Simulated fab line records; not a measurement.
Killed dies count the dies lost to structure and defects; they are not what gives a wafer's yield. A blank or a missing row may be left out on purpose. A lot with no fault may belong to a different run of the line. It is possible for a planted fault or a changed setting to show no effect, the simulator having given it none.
Split-lot study	flow n5-finfet	on a route of 1938 steps: 7 lots, 21 wafers read

== SPLIT DETAILS ==
At N5_MIM_BOT_LITHO_EXPOSE_05 (exposes mask MIM BOT), the setting dose-mj was moved away from the recipe's 24.25 on 7 of the 21 wafers read, by -6.9% to +7.3%. This setting was run at the recipe's value on the other wafers.

== FROM THE SPLIT TO THE READING: what the file shows between them, 3 steps ==
- N5_MIM_BOT_LITHO_PEB_06
- N5_MIM_BOT_LITHO_DEVELOP_07: develop time 60 s
- N5_MIM_BOT_LITHO_HARDBAKE_09: time 120 s

== THE READING ==
Shown in nm: cd-nm at N5_MIM_BOT_LITHO_CD_MEAS_08, with target cd 3000 nm. A value of 3000.9 nm with a standard deviation of 1.9 nm is what fault-free wafers of this fab line usually give.

wafer	tool, chamber at the split	dose-mj as run	against the recipe	cd-nm, nm	against lot-mates on the recipe
L075.1	krf-scanner-01, 0	24.25	recipe	3003.1	-
L075.4	krf-scanner-01, 0	24.25	recipe	3002.5	-
L075.5	krf-scanner-01, 0	25.87	+6.7%	3013.1	+10.3
L083.2	krf-scanner-02, 0	22.57	-6.9%	2989.4	-13.1
L083.4	krf-scanner-02, 0	24.25	recipe	3002.1	-
L083.6	krf-scanner-02, 0	24.25	recipe	3002.9	-
L082.1	krf-scanner-02, 0	25.89	+6.8%	3011.1	+12.2
L082.4	krf-scanner-02, 0	24.25	recipe	3000.6	-
L082.5	krf-scanner-02, 0	24.25	recipe	2997.2	-
L090.1	krf-scanner-02, 0	26.01	+7.3%	3015.0	no lot-mate on the recipe
L090.3	krf-scanner-02, 0	26.01	+7.3%	3014.0	no lot-mate on the recipe
L090.6	krf-scanner-02, 0	26.01	+7.3%	3014.0	no lot-mate on the recipe
L096.2	krf-scanner-01, 0	24.25	recipe	3001.5	-
L096.4	krf-scanner-01, 0	24.25	recipe	3002.7	-
L096.6	krf-scanner-01, 0	25.78	+6.3%	3011.6	+9.5
L094.1	krf-scanner-01, 0	24.25	recipe	3000.9	-
L094.2	krf-scanner-01, 0	24.25	recipe	3003.6	-
L094.6	krf-scanner-01, 0	24.25	recipe	3000.2	-
L092.1	krf-scanner-01, 0	24.25	recipe	3003.4	-
L092.2	krf-scanner-01, 0	24.25	recipe	3001.7	-
L092.4	krf-scanner-01, 0	24.25	recipe	2998.8	-

THE FIT
A straight line over all 21 wafers: cd-nm changes by +1.7 nm for each +1% of dose-mj; r = +0.97; the points scatter about the line by 1.6 nm.
The same after taking each lot's own level away (the mean of its wafers on the recipe; 18 wafers): +1.71 nm for each +1%; r = +0.97; scatter 1.3 nm.
That fit puts the effect of the largest move of dose-mj on the reading at 12 nm.
From 2998.90 to 3002.80 nm: that is the span of the lots' own levels, equal to 2.1 times the standard deviation above.
The two slopes agree, so the slope changes little with the lot-to-lot level.
Check: -11.3 nm against its lot-mates is what the line predicts for one of the wafers moved furthest among these (-6.9%) when that wafer is left out of the fit. Against them it came out at -13.1 nm.

== THE OTHER SPLITS THESE WAFERS WENT THROUGH ==
These wafers also went through other splits before the reading. Each is held against what the fit with the lots' levels taken away leaves over:
other split on the same wafers	wafers away from the commonest value	r with cd-nm (lot level and that fit taken away)
N5_BEOL_M12_EXPOSE_07 dose-mj	10	-0.18
N5_BEOL_M14_TRENCH_ETCH_34 bias-w	5	+0.07
N5_BEOL_M14_SPUTTER_43 power-w	7	+0.10
N5_BEOL_M15_COAT_22 spin-rpm	8	+0.03

== THE FILE'S OWN FIT ==
cd-nm changes by +1.7 nm for each +1% of dose-mj, r = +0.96.
